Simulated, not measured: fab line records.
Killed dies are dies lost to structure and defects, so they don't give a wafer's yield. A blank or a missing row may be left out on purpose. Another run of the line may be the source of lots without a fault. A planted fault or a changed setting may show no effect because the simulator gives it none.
Check of tool commonality :: flow nandHarc :: 2 lots, 6 wafers sampled

== WHY THIS WAS OPENED ==
Flagged at NHARC_END_SORT_01: reading killedAtPeriphery, on 2 of 2 lots. No-fault wafers: 3.3, standard deviation 2.3.
Rule: a lot is flagged in two cases, either no wafer of it has a number, or all its wafers with numbers fall more than 4 standard deviations from that mean. As for the other lots, they are considered sound.

lot: L885
measured: day 21 03:25
on: prober-01
killedAtPeriphery, wafer by wafer: 578 567 586
flag: FLAGGED

lot: L884
measured: day 21 03:27
on: prober-02
killedAtPeriphery, wafer by wafer: 573 584 575
flag: FLAGGED
Averaged over the flagged lots the numbers come to 577.2, +573.9 from the usual (+99 or more standard deviations).

== WHICH TOOL RAN EACH LOT ==
Before the reading, the record contains 4 process steps out of a 1159-step route. Read each cell as the tool, then ch plus the chambers that the sampled wafers visited, then the start.
lot: L885
flag: FLAGGED
NHARC_P_CONTACT_DEP_00: pecvd-04 ch 1,2, day 7 03:57 or earlier
NHARC_P_CONTACT_DESCUM_17: rieDiel-09 ch 0,1,2, day 7 03:57
NHARC_P_CONTACT_DEGAS_38: pvdSputter-03, day 7 07:03
NHARC_P_CONTACT_ALD_22: aldMetal-02 ch 1,2,3, day 7 07:17

lot: L884
flag: FLAGGED
NHARC_P_CONTACT_DEP_00: pecvd-01 ch 0,1, day 7 03:26 or earlier
NHARC_P_CONTACT_DESCUM_17: rieDiel-08 ch 0,1,3, day 7 03:26
NHARC_P_CONTACT_DEGAS_38: pvdSputter-01, day 7 05:01
NHARC_P_CONTACT_ALD_22: aldMetal-01 ch 0,2,3, day 7 05:15
What the steps here do:
- NHARC_P_CONTACT_DEP_00: deposits SiO2, target thk 500 nm.
- NHARC_P_CONTACT_DESCUM_17: chemistry O2, time 3 s.
- NHARC_P_CONTACT_DEGAS_38: time 60 s.
- NHARC_P_CONTACT_ALD_22: deposits TiN, target thk 3 nm, pulse time 1 s, ald cycles 150.
- NHARC_END_SORT_01

== FLAGGED OVER TOTAL, TOOL BY TOOL (the gauges that took the reading come last) ==
step: NHARC_P_CONTACT_DEP_00
tool: pecvd-01
lots run: 1
flagged: 1
share of the flagged lots: some
sound lots run after its first flagged lot: 0

step: NHARC_P_CONTACT_DEP_00
tool: pecvd-04
lots run: 1
flagged: 1
share of the flagged lots: some
sound lots run after its first flagged lot: 0

step: NHARC_P_CONTACT_DESCUM_17
tool: rieDiel-08
lots run: 1
flagged: 1
share of the flagged lots: some
sound lots run after its first flagged lot: 0

step: NHARC_P_CONTACT_DESCUM_17
tool: rieDiel-09
lots run: 1
flagged: 1
share of the flagged lots: some
sound lots run after its first flagged lot: 0

step: NHARC_P_CONTACT_DEGAS_38
tool: pvdSputter-01
lots run: 1
flagged: 1
share of the flagged lots: some
sound lots run after its first flagged lot: 0

step: NHARC_P_CONTACT_DEGAS_38
tool: pvdSputter-03
lots run: 1
flagged: 1
share of the flagged lots: some
sound lots run after its first flagged lot: 0

step: NHARC_P_CONTACT_ALD_22
tool: aldMetal-01
lots run: 1
flagged: 1
share of the flagged lots: some
sound lots run after its first flagged lot: 0

step: NHARC_P_CONTACT_ALD_22
tool: aldMetal-02
lots run: 1
flagged: 1
share of the flagged lots: some
sound lots run after its first flagged lot: 0

step: NHARC_END_SORT_01
tool: prober-01
lots run: 1
flagged: 1
share of the flagged lots: some
sound lots run after its first flagged lot: 0

step: NHARC_END_SORT_01
tool: prober-02
lots run: 1
flagged: 1
share of the flagged lots: some
sound lots run after its first flagged lot: 0
NHARC_P_CONTACT_DEP_00: start missing for some lots; hours and lot order therefore follow NHARC_P_CONTACT_DESCUM_17.

== WHAT IS ALLOWED BY THE TABLE ==
No row of the table ran every flagged lot.

== WHAT THE SIMULATOR HAD INSERTED ==
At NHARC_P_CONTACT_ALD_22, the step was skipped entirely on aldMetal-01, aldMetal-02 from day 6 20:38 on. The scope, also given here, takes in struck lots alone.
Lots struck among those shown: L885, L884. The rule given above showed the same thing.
